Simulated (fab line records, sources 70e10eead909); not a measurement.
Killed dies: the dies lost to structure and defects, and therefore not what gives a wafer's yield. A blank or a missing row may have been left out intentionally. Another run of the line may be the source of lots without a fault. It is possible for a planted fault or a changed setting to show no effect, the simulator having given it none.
Which of the tools did it? / flow nand harc / 72 wafers from 24 lots sampled at 2 of the route's 1159 steps

== WHAT THE GAUGES SHOWED, per wafer ==
NHARC_A_START_INSPECT_01.
lot=L074; measured=day 6 14:20; on=defect inspect-02; raw defect count=2 4 6
lot=L076; measured=day 6 19:19; on=defect inspect-01; raw defect count=2 4 7
lot=L075; measured=day 6 20:10; on=defect inspect-02; raw defect count=8 2 4
lot=L077; measured=day 7 16:43; on=defect inspect-01; raw defect count=3 1 1
lot=L078; measured=day 7 18:35; on=defect inspect-01; raw defect count=3 5 4
lot=L079; measured=day 7 22:05; on=defect inspect-02; raw defect count=5 5 2
lot=L080; measured=day 7 22:46; on=defect inspect-01; raw defect count=2 6 5
lot=L081; measured=day 8 07:14; on=defect inspect-01; raw defect count=1 0 2
lot=L082; measured=day 8 12:17; on=defect inspect-02; raw defect count=0 3 6
lot=L084; measured=day 8 17:39; on=defect inspect-01; raw defect count=5 4 4
lot=L083; measured=day 8 18:37; on=defect inspect-01; raw defect count=2 5 4
lot=L088; measured=day 9 21:08; on=defect inspect-01; raw defect count=2 3 8
lot=L085; measured=day 9 22:22; on=defect inspect-02; raw defect count=3 4 5
lot=L086; measured=day 10 07:46; on=defect inspect-02; raw defect count=1 1 5
lot=L087; measured=day 10 13:29; on=defect inspect-02; raw defect count=4 1 2
lot=L089; measured=day 10 15:23; on=defect inspect-01; raw defect count=2 2 4
lot=L090; measured=day 10 16:22; on=defect inspect-01; raw defect count=1 4 3
lot=L091; measured=day 10 17:34; on=defect inspect-02; raw defect count=1 1 4
lot=L092; measured=day 11 02:46; on=defect inspect-01; raw defect count=8 3 1
lot=L093; measured=day 11 07:58; on=defect inspect-02; raw defect count=1 4 2
lot=L095; measured=day 11 10:52; on=defect inspect-02; raw defect count=0 5 3
lot=L094; measured=day 11 11:36; on=defect inspect-01; raw defect count=5 2 9
lot=L096; measured=day 12 01:20; on=defect inspect-02; raw defect count=8 6 1
lot=L097; measured=day 12 14:41; on=defect inspect-02; raw defect count=4 2 2

NHARC_A_ONON_D1_INSPECT_32.
lot=L074; measured=day 8 02:03; on=defect inspect-01; raw defect count=71 63 69
lot=L076; measured=day 8 07:23; on=defect inspect-02; raw defect count=67 31 33
lot=L075; measured=day 8 07:26; on=defect inspect-01; raw defect count=58 46 57
lot=L077; measured=day 9 04:56; on=defect inspect-02; raw defect count=86 73 109
lot=L078; measured=day 9 04:57; on=defect inspect-02; raw defect count=61 88 52
lot=L079; measured=day 9 09:29; on=defect inspect-02; raw defect count=58 49 77
lot=L080; measured=day 9 09:30; on=defect inspect-01; raw defect count=67 103 97
lot=L081; measured=day 9 20:14; on=defect inspect-01; raw defect count=39 52 53
lot=L082; measured=day 10 07:38; on=defect inspect-01; raw defect count=50 69 49
lot=L084; measured=day 10 07:49; on=defect inspect-02; raw defect count=52 62 92
lot=L083; measured=day 10 07:36; on=defect inspect-02; raw defect count=70 88 66
lot=L088; measured=day 11 12:01; on=defect inspect-01; raw defect count=67 62 65
lot=L085; measured=day 11 11:56; on=defect inspect-01; raw defect count=79 78 96
lot=L086; measured=day 11 21:07; on=defect inspect-01; raw defect count=121 79 85
lot=L087; measured=day 12 03:47; on=defect inspect-02; raw defect count=116 89 96
lot=L089; measured=day 12 03:43; on=defect inspect-01; raw defect count=130 97 135
lot=L090; measured=day 12 03:42; on=defect inspect-02; raw defect count=59 39 56
lot=L091; measured=day 12 08:12; on=defect inspect-02; raw defect count=51 58 50
lot=L092; measured=day 12 19:19; on=defect inspect-02; raw defect count=71 104 55
lot=L093; measured=day 12 19:21; on=defect inspect-01; raw defect count=110 79 126
lot=L095; measured=day 12 19:25; on=defect inspect-01; raw defect count=57 69 66
lot=L094; measured=day 13 00:56; on=defect inspect-02; raw defect count=102 77 52
lot=L096; measured=day 13 15:41; on=defect inspect-01; raw defect count=50 65 146
lot=L097; measured=day 14 02:11; on=defect inspect-01; raw defect count=86 77 74

== WHAT TOOL EACH LOT RAN ON (gives the tool, then ch and the chambers of the sampled wafers, and finally the start) ==
The record holds no process step before these readings.

== WHAT THE TOOLS THEMSELVES READ (means of the sampled wafers that have a number; where no wafer has one, the mark that the record gives instead) ==
The record holds no such reading with a usual standard deviation.

== THE ANSWER, worked out from the rows above alone ==
Rule: the lots themselves supply what counts as usual. Put in order of their means at a reading, lots are off if they are a third of the lots or fewer, leave a main group of 4 or more, and stand apart from it by a gap of 3 or more times the standard deviation of the main group's means; of several such gaps the widest counts. A main group is skipped when, at the precision printed for the reading in the tables above, its means are all equal. Also off: a lot with no number at a reading for which 4 or more lots have one. Any other lot the step has rows for is counted as sound. The gauges are gone through in route order, then the tools' own readings, and for those a lot's mean is taken as printed above. At the first step where some lot is off, the reading lying furthest off is the one used; lots without a number count as furthest.
None of the lots is off at any reading shown; this tells nothing.

== WHAT THE SIMULATOR PUT IN ==
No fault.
